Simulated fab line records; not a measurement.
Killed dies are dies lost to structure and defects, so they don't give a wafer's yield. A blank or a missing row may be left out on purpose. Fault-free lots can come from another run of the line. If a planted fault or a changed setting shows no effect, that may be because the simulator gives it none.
Lot-split experiment | flow n5_finfet | on a route of 1938 steps: 7 lots, 21 wafers read

== ABOUT THE SPLIT ==
At N5_ZERO_LAYER_PECVD_02 (deposits SiO2 from SiH4/N2O, target thk 10 nm, time 6 s), the setting time_s was moved away from the recipe's 6 s on 5 of the 21 wafers read, by -8.1% to +12.7%. For the rest of the wafers, this setting stayed at what the recipe calls for.

The reading comes from the split's own step.

== THE READING ==
SiO2_of_ZERO_LAYER_PECVD_02.thk_nm (the simulator's own value, which no gauge read), in nm, at N5_ZERO_LAYER_PECVD_02 (deposits SiO2 from SiH4/N2O, target thk 10 nm, time 6 s). The file gives no usual value for it. Here, 16 wafers ran the recipe; their average is 10.007 nm with a standard deviation of 0.2 nm.

wafer  | tool, chamber at the split | time_s as run, s | against the recipe | SiO2_of_ZERO_LAYER_PECVD_02.thk_nm, nm | against lot-mates on the recipe
L076.1 | pecvd-04, 1                | 6                | recipe             | 9.944                                  | -
L076.3 | pecvd-04, 0                | 6                | recipe             | 10.18                                  | -
L076.6 | pecvd-04, 0                | 6.625            | +10.4%             | 11.42                                  | +1.358
L077.3 | pecvd-04, 2                | 6                | recipe             | 10.18                                  | -
L077.4 | pecvd-04, 0                | 6.543            | +9.1%              | 11.12                                  | +0.835
L077.6 | pecvd-04, 1                | 6                | recipe             | 10.39                                  | -
L078.2 | pecvd-02, 0                | 6                | recipe             | 9.794                                  | -
L078.4 | pecvd-02, 1                | 6                | recipe             | 10.13                                  | -
L078.5 | pecvd-02, 1                | 6                | recipe             | 10.12                                  | -
L081.3 | pecvd-03, 2                | 6                | recipe             | 9.715                                  | -
L081.4 | pecvd-03, 0                | 5.513            | -8.1%              | 9.229                                  | -0.486
L081.6 | pecvd-03, 2                | 5.513            | -8.1%              | 9.124                                  | -0.591
L091.2 | pecvd-02, 0                | 6                | recipe             | 9.79                                   | -
L091.3 | pecvd-02, 1                | 6                | recipe             | 9.993                                  | -
L091.6 | pecvd-02, 2                | 6                | recipe             | 10.17                                  | -
L093.2 | pecvd-02, 2                | 6.763            | +12.7%             | 11.02                                  | +1.246
L093.4 | pecvd-02, 2                | 6                | recipe             | 9.758                                  | -
L093.5 | pecvd-02, 0                | 6                | recipe             | 9.79                                   | -
L095.3 | pecvd-03, 2                | 6                | recipe             | 9.923                                  | -
L095.4 | pecvd-03, 2                | 6                | recipe             | 10.01                                  | -
L095.5 | pecvd-03, 0                | 6                | recipe             | 10.23                                  | -

FIT RESULTS
A straight line over all 21 wafers: SiO2_of_ZERO_LAYER_PECVD_02.thk_nm changes by +0.105 nm for each +1% of time_s; r = +0.93; the points scatter about the line by 0.21 nm.
The same after taking each lot's own level away (the mean of its wafers on the recipe; 21 wafers): +0.0943 nm for each +1%; r = +0.95; scatter 0.16 nm.
That fit puts the effect of the largest move of time_s on the reading at 1.2 nm.
Across the lots, their own levels run from 9.7150 to 10.2850 nm, a range of 2.9 times the standard deviation given above.
So the slope is not independent of the lot-to-lot level: the two fits are not the same.
Check: +1.24 nm against its lot-mates is what the line predicts for one of the wafers moved furthest among these (+12.7%) when that wafer is left out of the fit. Against them it came out at +1.25 nm.

== FILE'S OWN FIT ==
SiO2_of_ZERO_LAYER_PECVD_02.thk_nm changes by +0.1 nm for each +1% of time_s, r = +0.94.
